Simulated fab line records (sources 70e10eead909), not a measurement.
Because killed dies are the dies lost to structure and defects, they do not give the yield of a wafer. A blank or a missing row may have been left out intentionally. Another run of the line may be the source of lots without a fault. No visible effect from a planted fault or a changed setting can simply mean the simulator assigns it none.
The tool behind it: which one? | flow nand-harc | 6 lots with 18 wafers sampled at 5 steps, on a route of 1302 steps

WHAT THE GAUGES READ, wafer by wafer
NHARC_END_SORT_01.
lot  | measured     | on        | defect-limited-yield (%)
L222 | day 28 22:22 | prober-02 | 77.5 76.5 83.5
L228 | day 30 09:40 | prober-02 | 90.0 91.3 92.2
L225 | day 30 20:06 | prober-02 | 90.8 92.0 91.9
L234 | day 33 09:40 | prober-02 | 88.5 90.4 89.8

WHAT TOOL EACH LOT RAN ON (gives the tool, then ch and the chambers of the sampled wafers, and finally the start)
lot  | NHARC_A_BONDPAD_STRIP_16            | NHARC_THIN_TSV_ETCHBACK_48         | NHARC_THIN_TSV_PRE_CLEAN_50             | NHARC_THIN_TSV_ETCH_59
L215 | wet-bench-08 ch 2,3,4, day 24 05:05 | rie-diel-01 ch 0,2,3, day 24 21:18 | pvd-sputter-01, day 25 01:05 or earlier | rie-metal-02 ch 0,1, day 25 01:05
L222 | wet-bench-08 ch 0,1,2, day 27 17:24 | rie-diel-12 ch 0,1,2, day 28 09:34 | pvd-sputter-02, day 28 13:31 or earlier | rie-metal-02 ch 0,1, day 28 13:31
L228 | wet-bench-10 ch 1,2,4, day 29 03:35 | rie-diel-06 ch 2,3, day 29 20:03   | pvd-sputter-02, day 30 00:02 or earlier | rie-metal-01 ch 0,1, day 30 00:02
L225 | wet-bench-10 ch 0,1,3, day 29 10:39 | rie-diel-06 ch 0,2,3, day 30 04:00 | pvd-sputter-02, day 30 07:58 or earlier | rie-metal-01 ch 0,1, day 30 07:58
L230 | wet-bench-10 ch 4,5,6, day 30 04:22 | rie-diel-12 ch 0,1,2, day 30 21:54 | pvd-sputter-03, day 31 01:44 or earlier | rie-metal-02 ch 0,1, day 31 01:44
L234 | wet-bench-08 ch 2,4,6, day 32 02:56 | rie-diel-06 ch 2,3, day 32 19:57   | pvd-sputter-02, day 33 00:01 or earlier | rie-metal-01 ch 0,1, day 33 00:01
- NHARC_A_BONDPAD_STRIP_16: strips in post etch residue remover, time 600 s.
- NHARC_THIN_TSV_ETCHBACK_48: etches the open film in C4F8/Ar, target depth 1028.5 nm, time 405.17 s.
- NHARC_THIN_TSV_PRE_CLEAN_50: time 30 s.
- NHARC_THIN_TSV_ETCH_59: etches the open film in Cl2/BCl3, target depth 880 nm, time 138.1 s.

THE ANSWER, worked out from the rows above alone
Rule: usual is defined by the lots themselves. The widest of any qualifying gaps counts: lots, ordered by their means at a reading, are off when they make up no more than a third of the lots, leave a main group of 4 or more, and stand apart from it by 3 or more times the standard deviation of that group's means. The tables above print the reading to a certain number of digits; a main group whose means all agree to those digits is not used. Also off: a lot with no number at a reading for which 4 or more lots have one. Where the step has rows for the other lots, those lots are counted as sound.
No lot is off on any of the readings shown, so nothing can be concluded from this.

WHAT HAD BEEN PUT IN BY THE SIMULATOR
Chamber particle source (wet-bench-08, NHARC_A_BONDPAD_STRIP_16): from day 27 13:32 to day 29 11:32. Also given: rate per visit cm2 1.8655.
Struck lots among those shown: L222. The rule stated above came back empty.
